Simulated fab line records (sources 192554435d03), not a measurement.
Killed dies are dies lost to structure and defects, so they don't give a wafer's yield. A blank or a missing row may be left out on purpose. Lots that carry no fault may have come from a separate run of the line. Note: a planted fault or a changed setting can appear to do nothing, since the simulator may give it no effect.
Matching of chambers :: flow n5-finfet :: N5_BEOL_M4_PRE_CLEAN_60 on cvd-co-01 has 3 sister chambers
The step time 15 s. 22 wafers are shown with their chamber, then 11 later ones without.

WAFERS PAIRED WITH THEIR CHAMBERS
wafer: L074.4
chamber: 1
heater-power-outer-w (W): 15
heater-power-w (W): 68

wafer: L074.5
chamber: 1
heater-power-outer-w (W): 15
heater-power-w (W): 69

wafer: L074.6
chamber: 2
heater-power-outer-w (W): 6
heater-power-w (W): 52

wafer: L079.1
chamber: 1
heater-power-outer-w (W): 15
heater-power-w (W): 69

wafer: L079.2
chamber: 2
heater-power-outer-w (W): 6
heater-power-w (W): 53

wafer: L079.6
chamber: 1
heater-power-outer-w (W): 15
heater-power-w (W): 71

wafer: L081.3
chamber: 1
heater-power-outer-w (W): 15
heater-power-w (W): 72

wafer: L081.4
chamber: 0
heater-power-outer-w (W): 13
heater-power-w (W): 71

wafer: L081.5
chamber: 1
heater-power-outer-w (W): 16
heater-power-w (W): 70

wafer: L080.1
chamber: 2
heater-power-outer-w (W): 6
heater-power-w (W): 53

wafer: L080.3
chamber: 1
heater-power-outer-w (W): 15
heater-power-w (W): 70

wafer: L080.6
chamber: 1
heater-power-outer-w (W): 15
heater-power-w (W): 71

wafer: L082.2
chamber: 1
heater-power-outer-w (W): 15
heater-power-w (W): 70

wafer: L082.3
chamber: 2
heater-power-outer-w (W): 6
heater-power-w (W): 52

wafer: L082.5
chamber: 1
heater-power-outer-w (W): 16
heater-power-w (W): 70

wafer: L085.1
chamber: 1
heater-power-outer-w (W): 16
heater-power-w (W): 70

wafer: L085.2
chamber: 2
heater-power-outer-w (W): 6
heater-power-w (W): 53

wafer: L085.6
chamber: 0
heater-power-outer-w (W): 12
heater-power-w (W): 71

wafer: L090.2
chamber: 1
heater-power-outer-w (W): 16
heater-power-w (W): 72

wafer: L090.3
chamber: 0
heater-power-outer-w (W): 12
heater-power-w (W): 70

wafer: L090.4
chamber: 2
heater-power-outer-w (W): 6
heater-power-w (W): 53

wafer: L088.1
chamber: 2
heater-power-outer-w (W): 6
heater-power-w (W): 53

SIGNATURES, as means of the wafers listed above
reading: heater-power-outer-w
chamber 0: 12.33
chamber 1: 15.33
chamber 2: 6.00
scatter within a chamber: 0.419

reading: heater-power-w
chamber 0: 70.67
chamber 1: 70.17
chamber 2: 52.71
scatter within a chamber: 0.967
Rule: a wafer lies at a distance from a chamber equal to the root of the sum of squares, over the readings, of (its reading less the chamber's mean, divided by the reading's scatter). The wafer belongs to the nearest chamber; if the next one is less than 2 further off, it can't be placed. How the scatter is found: for the shown wafers, subtract from each reading the mean of its chamber, square and add these, divide the total by (wafers less chambers), then take the root.

WAFERS WHOSE CHAMBER IS MISSING
wafer: L088.2
heater-power-outer-w (W): 16
heater-power-w (W): 70

wafer: L088.5
heater-power-outer-w (W): 6
heater-power-w (W): 54

wafer: L091.3
heater-power-outer-w (W): 16
heater-power-w (W): 70

wafer: L091.5
heater-power-outer-w (W): 6
heater-power-w (W): 53

wafer: L091.6
heater-power-outer-w (W): 16
heater-power-w (W): 71

wafer: L096.1
heater-power-outer-w (W): 6
heater-power-w (W): 53

wafer: L096.3
heater-power-outer-w (W): 16
heater-power-w (W): 71

wafer: L096.5
heater-power-outer-w (W): 6
heater-power-w (W): 54

wafer: L097.1
heater-power-outer-w (W): 13
heater-power-w (W): 71

wafer: L097.2
heater-power-outer-w (W): 16
heater-power-w (W): 72

wafer: L097.3
heater-power-outer-w (W): 6
heater-power-w (W): 55

WHICH CHAMBER EACH WENT THROUGH
wafer: L088.2
from the rows above: 1
in truth: 1

wafer: L088.5
from the rows above: 2
in truth: 2

wafer: L091.3
from the rows above: 1
in truth: 1

wafer: L091.5
from the rows above: 2
in truth: 2

wafer: L091.6
from the rows above: 1
in truth: 1

wafer: L096.1
from the rows above: 2
in truth: 2

wafer: L096.3
from the rows above: 1
in truth: 1

wafer: L096.5
from the rows above: 2
in truth: 2

wafer: L097.1
from the rows above: 0
in truth: 0

wafer: L097.2
from the rows above: 1
in truth: 1

wafer: L097.3
from the rows above: 2
in truth: 2
Correct placement for 11 of the 11. Can't be placed from these rows: 0. Placed wrongly: 0.
